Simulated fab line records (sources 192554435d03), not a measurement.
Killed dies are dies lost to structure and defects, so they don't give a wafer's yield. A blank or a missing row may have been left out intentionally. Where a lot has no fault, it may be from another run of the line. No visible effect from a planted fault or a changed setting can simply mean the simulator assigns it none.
Problem report in the 8D (eight disciplines) form, filled by code ; flow n5Finfet ; the parts of the form that need people (team, actions taken, sign-off) are left out

1. THE PROBLEM
On 2 wafers of 1 lot, runLengthS at N5_SDB_COAT_04 has a mean of 40.41 s; fault-free wafers read 66.27 s, standard deviation 0.11. That is -99 or more standard deviations from the usual mean.
The step: time 60 s, resist thk 18 nm.
Seen first at day 6 18:18 on lithoTrack-05, wafer L192.1. The record holds 27 wafers of 9 lots with a number at this step. Rule for "out" (also "out of limits"): further than 4 standard deviations from the usual mean. All remaining wafers that have a number are taken as sound.

2. WHAT THIS IS AND IS NOT
question;is;is not
which readings at this step;runLengthS, heaterPowerTotalW;dispensePressureKPa
which lots;L192;L181, L183, L184, L188, L191, L201, L202, L203
which wafers of those lots;L192.1, L192.4;L192.2
read on which tools;lithoTrack-05;lithoTrack-02, lithoTrack-03
when;from day 6 18:18;"up to then (16 sound wafers); but 9 sound wafers of L201, L202, L203 came after"

3. WHAT RULES OUT EACH SUSPECT
Counting: if a tool at a process step up to the reading ran every lot that is out, it stays a suspect. Sound lots after the first of them don't rule it out here, since some wafers of a struck lot are sound.
- rieDiel-02 at N5_SD_EPI_P_ETCH_37 (etches SOC in N2/H2, overetch 108 nm, time 486 s): kept. It processed L192, the lot that is out, at day 6 07:29, and its most recent sound lot before then was L191 at day 6 01:54.
- lithoTrack-05 at N5_SDB_COAT_04 (time 60 s, resist thk 18 nm): kept. It processed L192, the lot that is out, at day 6 18:18, and its most recent sound lot before then was L191 at day 6 14:08. Its own readings are out on those wafers: heaterPowerTotalW, runLengthS.
- Within rieDiel-02 at N5_SD_EPI_P_ETCH_37: the wafers that are out ran in chambers 1, 3; their sound lot-mates ran in chamber 0.
The count leaves lithoTrack-05 at N5_SDB_COAT_04 and rieDiel-02 at N5_SD_EPI_P_ETCH_37.

4. THE CAUSE (what the simulator had put in)
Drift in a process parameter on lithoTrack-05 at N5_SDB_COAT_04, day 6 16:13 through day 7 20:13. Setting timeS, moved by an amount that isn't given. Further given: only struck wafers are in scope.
Counting leaves 2 suspects; this tool is one of them.

5. THE EFFECT CHAIN, in route order
Each row: a reading where the mean over the struck wafers with a number is more than 3 standard deviations away from the usual. Readings are gone through only where the record gives a usual standard deviation; hours: the median, over the lots, of the time from a lot's start at the first step in this table giving one to that lot's start at this step; sigmas: the change measured in usual standard deviations.
hours;step;reading;usual;on struck wafers;change;sigmas
0;N5_SDB_COAT_04;heaterPowerTotalW;427.4 W;607.2;+179.8;+90
0;N5_SDB_COAT_04;runLengthS;66.27 s;40.41;-25.86;-99 or more
It contains these process steps:
- N5_SDB_COAT_04: time 60 s, resist thk 18 nm.
At these later measuring or inspecting steps, every struck wafer for which the step has a row has a number for every such reading, and none has moved that far: N5_BEOL_M4_RC_MEAS_101.

6. WHAT WOULD HAVE CAUGHT IT SOONER
In this record no reading fell out of limits until day 6 18:18, 2 hours after the fault had begun at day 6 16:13.
